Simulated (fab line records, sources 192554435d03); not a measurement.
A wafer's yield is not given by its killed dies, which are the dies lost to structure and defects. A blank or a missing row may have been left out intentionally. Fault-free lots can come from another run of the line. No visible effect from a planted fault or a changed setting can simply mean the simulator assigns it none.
Matching of chambers | flow n5 finfet | N5_BEOL_M7_STRIP_36 on rie diel-05: 4 sister chambers
The step strips in N2/H2. 22 wafers are shown with their chamber, then 11 later ones without.

WAFERS PAIRED WITH THEIR CHAMBERS
wafer  | chamber | throttle valve pct (%) | showerhead plenum p Torr (Torr) | drypump motor current A (A)
L074.1 | 1       | 23.2                   | 2.61                            | 6.2
L074.4 | 0       | 23.9                   | 2.44                            | 5.4
L074.6 | 3       | 24.1                   | 2.64                            | 5.9
L076.3 | 3       | 24.1                   | 2.64                            | 5.9
L076.4 | 1       | 23.2                   | 2.61                            | 6.2
L076.6 | 3       | 24.1                   | 2.64                            | 5.9
L077.1 | 3       | 24.1                   | 2.64                            | 5.9
L077.4 | 1       | 23.2                   | 2.61                            | 6.3
L077.5 | 2       | 24.0                   | 2.61                            | 5.4
L079.4 | 1       | 23.2                   | 2.61                            | 6.2
L079.5 | 0       | 23.9                   | 2.44                            | 5.4
L079.6 | 3       | 24.1                   | 2.64                            | 5.9
L082.1 | 2       | 24.0                   | 2.60                            | 5.4
L082.2 | 0       | 23.9                   | 2.43                            | 5.4
L082.3 | 1       | 23.2                   | 2.61                            | 6.3
L081.1 | 2       | 24.1                   | 2.60                            | 5.4
L081.2 | 1       | 23.2                   | 2.60                            | 6.2
L081.3 | 0       | 23.9                   | 2.43                            | 5.4
L084.2 | 2       | 24.1                   | 2.60                            | 5.5
L084.4 | 3       | 24.1                   | 2.63                            | 5.9
L084.5 | 3       | 24.1                   | 2.63                            | 5.9
L086.1 | 1       | 23.2                   | 2.60                            | 6.2

SIGNATURES (means of the wafers above)
reading                  | chamber 0 | chamber 1 | chamber 2 | chamber 3 | scatter within a chamber
throttle valve pct       | 23.900    | 23.200    | 24.050    | 24.100    | 0.0236
showerhead plenum p Torr | 2.4350    | 2.6071    | 2.6025    | 2.6371    | 0.00506
drypump motor current A  | 5.400     | 6.229     | 5.425     | 5.900     | 0.0348
Rule: distance of a wafer from a chamber = root of the sum over the readings of ((wafer's reading minus chamber's mean) / reading's scatter) squared. If the next closest chamber is less than 2 further off than the closest, the wafer can't be placed; otherwise it belongs to the closest. The scatter: the root of (the sum of the squares of (reading less its chamber's mean) over the shown wafers, divided by (wafers less chambers)).

WAFERS WITHOUT THEIR CHAMBER
wafer  | throttle valve pct (%) | showerhead plenum p Torr (Torr) | drypump motor current A (A)
L086.4 | 24.1                   | 2.63                            | 5.9
L086.5 | 23.9                   | 2.43                            | 5.4
L094.3 | 24.1                   | 2.63                            | 5.9
L094.5 | 24.1                   | 2.63                            | 5.9
L094.6 | 24.1                   | 2.59                            | 5.4
L095.1 | 24.1                   | 2.63                            | 5.9
L095.2 | 23.2                   | 2.59                            | 6.3
L095.3 | 23.9                   | 2.42                            | 5.4
L097.2 | 23.2                   | 2.59                            | 6.2
L097.4 | 23.9                   | 2.42                            | 5.4
L097.6 | 23.2                   | 2.59                            | 6.2

EACH ONE'S CHAMBER
wafer  | from the rows above | in truth
L086.4 | 3                   | 3
L086.5 | 0                   | 0
L094.3 | 3                   | 3
L094.5 | 3                   | 3
L094.6 | 2                   | 2
L095.1 | 3                   | 3
L095.2 | 1                   | 1
L095.3 | 0                   | 0
L097.2 | 1                   | 1
L097.4 | 0                   | 0
L097.6 | 1                   | 1
Correctly placed: 11 of 11. Left unplaced by these rows: 0. Number placed wrongly: 0.
